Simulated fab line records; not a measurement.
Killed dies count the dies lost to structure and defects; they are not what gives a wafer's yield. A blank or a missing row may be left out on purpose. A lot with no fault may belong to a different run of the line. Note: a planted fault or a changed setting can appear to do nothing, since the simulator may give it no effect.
Chamber matching / flow nand harc / NHARC_A_STAIRCASE_DEP_156 on pecvd-01 has 3 sister chambers
The step deposits SiNx, target thk 50 nm. 16 wafers are shown with their chamber, then 8 later ones without.

WAFERS WITH THEIR CHAMBER
wafer=L074.2; chamber=1; heater power outer w (W)=540; heater power w (W)=855; susceptor temp C (C)=399.64
wafer=L074.3; chamber=2; heater power outer w (W)=382; heater power w (W)=667; susceptor temp C (C)=399.92
wafer=L074.5; chamber=2; heater power outer w (W)=388; heater power w (W)=676; susceptor temp C (C)=399.84
wafer=L075.1; chamber=1; heater power outer w (W)=483; heater power w (W)=758; susceptor temp C (C)=400.13
wafer=L075.2; chamber=0; heater power outer w (W)=453; heater power w (W)=746; susceptor temp C (C)=399.70
wafer=L075.4; chamber=2; heater power outer w (W)=440; heater power w (W)=727; susceptor temp C (C)=399.79
wafer=L078.1; chamber=0; heater power outer w (W)=440; heater power w (W)=722; susceptor temp C (C)=400.67
wafer=L078.3; chamber=1; heater power outer w (W)=524; heater power w (W)=830; susceptor temp C (C)=400.31
wafer=L078.5; chamber=0; heater power outer w (W)=444; heater power w (W)=713; susceptor temp C (C)=400.29
wafer=L081.1; chamber=1; heater power outer w (W)=445; heater power w (W)=732; susceptor temp C (C)=400.11
wafer=L081.4; chamber=1; heater power outer w (W)=445; heater power w (W)=725; susceptor temp C (C)=400.19
wafer=L081.6; chamber=0; heater power outer w (W)=465; heater power w (W)=752; susceptor temp C (C)=399.70
wafer=L084.2; chamber=2; heater power outer w (W)=347; heater power w (W)=620; susceptor temp C (C)=400.01
wafer=L084.4; chamber=1; heater power outer w (W)=502; heater power w (W)=797; susceptor temp C (C)=400.29
wafer=L084.6; chamber=2; heater power outer w (W)=365; heater power w (W)=638; susceptor temp C (C)=399.96
wafer=L083.3; chamber=1; heater power outer w (W)=439; heater power w (W)=715; susceptor temp C (C)=400.00

SIGNATURES, as means of the wafers listed above
reading=heater power outer w; chamber 0=450.50; chamber 1=482.57; chamber 2=384.40; scatter within a chamber=34.4
reading=heater power w; chamber 0=733.25; chamber 1=773.14; chamber 2=665.60; scatter within a chamber=44.6
reading=susceptor temp C; chamber 0=400.0900; chamber 1=400.0957; chamber 2=399.9040; scatter within a chamber=0.281
Rule: distance of a wafer from a chamber = root of the sum over the readings of ((wafer's reading minus chamber's mean) / reading's scatter) squared. The wafer belongs to the nearest chamber; if the next one is less than 2 further off, it can't be placed. The scatter: the root of (the sum of the squares of (reading less its chamber's mean) over the shown wafers, divided by (wafers less chambers)).

WAFERS WHOSE CHAMBER IS MISSING
wafer=L083.4; heater power outer w (W)=481; heater power w (W)=763; susceptor temp C (C)=400.01
wafer=L083.6; heater power outer w (W)=448; heater power w (W)=727; susceptor temp C (C)=400.07
wafer=L086.1; heater power outer w (W)=377; heater power w (W)=655; susceptor temp C (C)=400.38
wafer=L086.3; heater power outer w (W)=499; heater power w (W)=833; susceptor temp C (C)=399.53
wafer=L086.5; heater power outer w (W)=421; heater power w (W)=688; susceptor temp C (C)=400.26
wafer=L090.1; heater power outer w (W)=422; heater power w (W)=739; susceptor temp C (C)=400.09
wafer=L090.3; heater power outer w (W)=462; heater power w (W)=744; susceptor temp C (C)=400.13
wafer=L090.6; heater power outer w (W)=419; heater power w (W)=736; susceptor temp C (C)=399.95

CHAMBER TAKEN BY EACH
wafer=L083.4; from the rows above=can't be placed: 1 or 0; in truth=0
wafer=L083.6; from the rows above=can't be placed: 0 or 1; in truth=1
wafer=L086.1; from the rows above=can't be placed: 2 or 0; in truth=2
wafer=L086.3; from the rows above=can't be placed: 1 or 0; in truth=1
wafer=L086.5; from the rows above=can't be placed: 0 or 2 or 1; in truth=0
wafer=L090.1; from the rows above=can't be placed: 0 or 1 or 2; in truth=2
wafer=L090.3; from the rows above=can't be placed: 0 or 1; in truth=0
wafer=L090.6; from the rows above=can't be placed: 0 or 2 or 1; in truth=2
0 of 8 placed correctly. Not placeable from these rows: 8 (in 8, the candidates include the true chamber). 0 placed wrongly.
